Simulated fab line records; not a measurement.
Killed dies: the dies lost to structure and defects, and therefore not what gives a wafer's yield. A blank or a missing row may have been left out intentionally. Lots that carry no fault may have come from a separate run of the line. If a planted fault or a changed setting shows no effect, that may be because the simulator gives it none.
What tool caused it? | flow nand harc | 12 lots, 36 wafers sampled, at 5 steps of a route of 1302

## WHAT THE GAUGES SHOWED, per wafer
NHARC_A_BONDPAD_THK_MEAS_30: measures by ellipsometry.
lot  | measured     | on            | thk nm (nm)
L075 | day 23 07:30 | film metro-02 | 200.8 200.9 199.8
L076 | day 24 02:46 | film metro-01 | 201.3 198.8 199.3
L079 | day 24 18:57 | film metro-01 | 201.2 198.7 198.1
L081 | day 25 15:16 | film metro-01 | 198.9 199.2 198.8
L083 | day 26 16:41 | film metro-01 | 201.7 200.4 199.7
L085 | day 27 18:38 | film metro-01 | 200.4 203.0 200.4
L087 | day 28 07:31 | film metro-02 | 202.0 202.2 200.1
L088 | day 29 10:01 | film metro-01 | 201.0 203.9 202.2
L090 | day 30 12:02 | film metro-01 | 200.1 199.8 202.4
L095 | day 31 06:21 | film metro-01 | 200.7 201.6 200.9
L094 | day 31 11:22 | film metro-02 | 199.6 200.8 196.5
L097 | day 32 17:01 | film metro-02 | 199.5 199.3 198.0

## WHICH TOOL RAN EACH LOT (tool, then ch and the chambers of the sampled wafers, then the start)
lot  | NHARC_A_M0_ETCH_34                 | NHARC_A_M0_PVD_21                       | NHARC_A_M1_PVD_20                       | NHARC_A_BONDPAD_DEP_00
L075 | rie diel-02 ch 0,1,3, day 22 23:38 | pvd sputter-01, day 23 06:53 or earlier | pvd sputter-01, day 23 06:53 or earlier | pecvd-01 ch 0,1,2, day 23 06:53
L076 | rie diel-02 ch 0,1,3, day 23 18:53 | pvd sputter-02, day 24 02:46 or earlier | pvd sputter-01, day 24 02:46 or earlier | pecvd-01 ch 0,1, day 24 02:46 or earlier
L079 | rie diel-09 ch 1,2,3, day 24 11:04 | pvd sputter-02, day 24 18:18 or earlier | pvd sputter-01, day 24 18:18 or earlier | pecvd-01 ch 0,1,2, day 24 18:18
L081 | rie diel-07 ch 0,1,3, day 25 07:18 | pvd sputter-02, day 25 14:37 or earlier | pvd sputter-03, day 25 14:37 or earlier | pecvd-03 ch 0,1, day 25 14:37
L083 | rie diel-09 ch 0,1, day 26 08:53   | pvd sputter-01, day 26 16:05 or earlier | pvd sputter-02, day 26 16:05 or earlier | pecvd-03 ch 0,2, day 26 16:05
L085 | rie diel-07 ch 0,1,2, day 27 10:19 | pvd sputter-03, day 27 18:01 or earlier | pvd sputter-03, day 27 18:01 or earlier | pecvd-01 ch 0,2, day 27 18:01
L087 | rie diel-02 ch 0,3, day 27 23:42   | pvd sputter-02, day 28 07:31 or earlier | pvd sputter-03, day 28 07:31 or earlier | pecvd-04 ch 0,1,2, day 28 07:31 or earlier
L088 | rie diel-02 ch 0,1,2, day 29 02:16 | pvd sputter-01, day 29 09:22 or earlier | pvd sputter-02, day 29 09:22 or earlier | pecvd-03 ch 0,1,2, day 29 09:22
L090 | rie diel-02 ch 0,1,2, day 30 03:56 | pvd sputter-03, day 30 11:26 or earlier | pvd sputter-02, day 30 11:26 or earlier | pecvd-04 ch 0,1,2, day 30 11:26
L095 | rie diel-02 ch 1,2, day 30 22:07   | pvd sputter-01, day 31 05:44 or earlier | pvd sputter-03, day 31 05:44 or earlier | pecvd-03 ch 1,2, day 31 05:44
L094 | rie diel-02 ch 0,2,3, day 31 03:18 | pvd sputter-03, day 31 10:43 or earlier | pvd sputter-03, day 31 10:43 or earlier | pecvd-01 ch 1,2, day 31 10:43
L097 | rie diel-07 ch 0,2,3, day 32 09:00 | pvd sputter-01, day 32 17:01 or earlier | pvd sputter-02, day 32 17:01 or earlier | pecvd-01 ch 0,1, day 32 17:01 or earlier
- NHARC_A_M0_ETCH_34: etches the open film in N2/H2, target depth 40 nm, overetch 12 nm, time 43.94 s.
- NHARC_A_M0_PVD_21: deposits Cu, target thk 30 nm, time 20.49 s.
- NHARC_A_M1_PVD_20: deposits TaN, target thk 5 nm, time 8.06 s.
- NHARC_A_BONDPAD_DEP_00: deposits SiCN, target thk 250 nm.

## THE ANSWER, worked out from the rows above alone
Rule: what is usual is taken from the lots themselves. The widest of any qualifying gaps counts: lots, ordered by their means at a reading, are off when they make up no more than a third of the lots, leave a main group of 4 or more, and stand apart from it by 3 or more times the standard deviation of that group's means. If all means in a main group match to the digits the tables above print for the reading, that group is not used. Also off: a lot with no number at a reading for which 4 or more lots have one. All remaining lots with rows at the step are treated as sound.
None of the lots is off at any reading shown; this tells nothing.

## WHAT WAS PUT IN BY THE SIMULATOR
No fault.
